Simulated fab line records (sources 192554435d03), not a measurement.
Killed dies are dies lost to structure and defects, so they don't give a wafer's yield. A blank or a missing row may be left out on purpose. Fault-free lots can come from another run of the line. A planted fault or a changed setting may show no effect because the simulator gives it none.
Lot-split experiment -- flow n5_finfet -- 21 wafers read across 7 lots, on a route 1938 steps long

ABOUT THE SPLIT
At N5_BEOL_M6_COAT_59 (time 60 s, resist thk 100 nm), the setting spin_rpm was moved away from the recipe's 1500 rpm on 8 of the 21 wafers read, by -9.3% to +7.8%. All remaining wafers had this setting at the recipe value.

FROM THE SPLIT TO THE READING: what the file shows between them, 9 steps
- N5_BEOL_M6_EXPOSE_08: exposes mask M6 (also split here: dose_mj)
- N5_BEOL_M6_PEB_09: peb time 60 s
- N5_BEOL_M6_DEVELOP_10: develop time 30 s
- N5_BEOL_M6_CD_MEAS_11: target cd 38.5 nm
- N5_BEOL_M6_DESCUM_16: chemistry O2, time 7.9 s
- N5_BEOL_M6_ETCH_61: etches SiARC in CF4, target depth 45.5 nm, time 75.8 s
- N5_BEOL_M6_ETCH_62: etches SOC in N2/H2, target depth 110 nm, overetch 22 nm, time 165 s
- N5_BEOL_M6_STRIP_68: strips in N2/H2
- N5_BEOL_M6_STRIP_67: strips in CF4

THE READING
SOC_of_BEOL_M6_COAT_59.thk_nm (the simulator's own value, which no gauge read), in nm, at N5_BEOL_M6_HM_OPEN_17 (chemistry Cl2/BCl3, target TiN, target depth 20 nm, overetch 6 nm). There is no usual value for it anywhere in the file. Average 92.0 nm, standard deviation 0.35 nm, over the 13 wafers here run with the recipe.

wafer,"tool, chamber at the split","spin_rpm as run, rpm",against the recipe,"SOC_of_BEOL_M6_COAT_59.thk_nm, nm",against lot-mates on the recipe
L074.3,"litho_track-01, 0",1391,-7.3%,95.6,+3.6
L074.5,"litho_track-01, 0",1391,-7.3%,96,+4.0
L074.6,"litho_track-01, 0",1500,recipe,92,-
L079.1,"litho_track-01, 0",1500,recipe,92.4,-
L079.3,"litho_track-01, 0",1361,-9.3%,97,+4.6
L079.6,"litho_track-01, 0",1361,-9.3%,97.6,+5.2
L085.4,"litho_track-01, 0",1572,+4.8%,90,-2.0
L085.5,"litho_track-01, 0",1500,recipe,92,-
L085.6,"litho_track-01, 0",1572,+4.8%,89.8,-2.2
L086.2,"litho_track-02, 0",1500,recipe,92,-
L086.5,"litho_track-02, 0",1500,recipe,92.2,-
L086.6,"litho_track-02, 0",1500,recipe,92.8,-
L088.1,"litho_track-01, 0",1500,recipe,91.8,-
L088.5,"litho_track-01, 0",1571,+4.7%,89.2,-2.7
L088.6,"litho_track-01, 0",1500,recipe,92,-
L092.2,"litho_track-01, 0",1500,recipe,91.8,-
L092.5,"litho_track-01, 0",1500,recipe,92.2,-
L092.6,"litho_track-01, 0",1500,recipe,91.2,-
L096.2,"litho_track-02, 0",1617,+7.8%,88.4,-3.5
L096.5,"litho_track-02, 0",1500,recipe,91.8,-
L096.6,"litho_track-02, 0",1500,recipe,92,-

FIT RESULTS
A straight line over all 21 wafers: SOC_of_BEOL_M6_COAT_59.thk_nm changes by -0.526 nm for each +1% of spin_rpm; r = -0.99; the points scatter about the line by 0.38 nm.
The same after taking each lot's own level away (the mean of its wafers on the recipe; 21 wafers): -0.505 nm for each +1%; r = -0.99; scatter 0.3 nm.
Per that fit: largest spin_rpm move, reading shift of 4.7 nm.
The lots' own levels span 91.73 to 92.40 nm, that is 1.9 times the standard deviation above.
So the lot-to-lot level changes the slope little: the two slopes agree.
Check: with one of the wafers moved furthest among these (-9.3%) left out of the fit, the line predicts +4.8 nm for it against its lot-mates. Against them it came out at +4.6 nm.

OTHER SPLITS ON THESE WAFERS
Before the reading, these wafers also passed through other splits. Each is held against what the fit with the lots' levels taken away leaves over:
other split on the same wafers,wafers away from the commonest value,r with SOC_of_BEOL_M6_COAT_59.thk_nm (lot level and that fit taken away)
N5_BEOL_M6_EXPOSE_08 dose_mj,7,+0.14

THE WHOLE CHAIN: every reading that the file lists as answering this split, in the file's order
step,what it does,reading,change (the file's fit),r (the file's)
N5_BEOL_M6_COAT_59,"time 60 s, resist thk 100 nm","SOC_of_BEOL_M6_COAT_59.thk_nm (the simulator's own value, which no gauge read)",-0.505 nm for each +1% of the setting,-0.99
N5_BEOL_M6_ETCH_62,"etches SOC in N2/H2, target depth 110 nm, overetch 22 nm, time 165 s","etch.depth_nm (the simulator's own value, which no gauge read)",-0.505 nm for each +1% of the setting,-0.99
N5_BEOL_M6_HM_OPEN_17,"chemistry Cl2/BCl3, target TiN, target depth 20 nm, overetch 6 nm","SOC_of_BEOL_M6_COAT_59.thk_nm (the simulator's own value, which no gauge read)",-0.503 nm for each +1% of the setting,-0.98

THE FILE'S OWN FIT
SOC_of_BEOL_M6_COAT_59.thk_nm changes by -0.503 nm for each +1% of spin_rpm, r = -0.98.
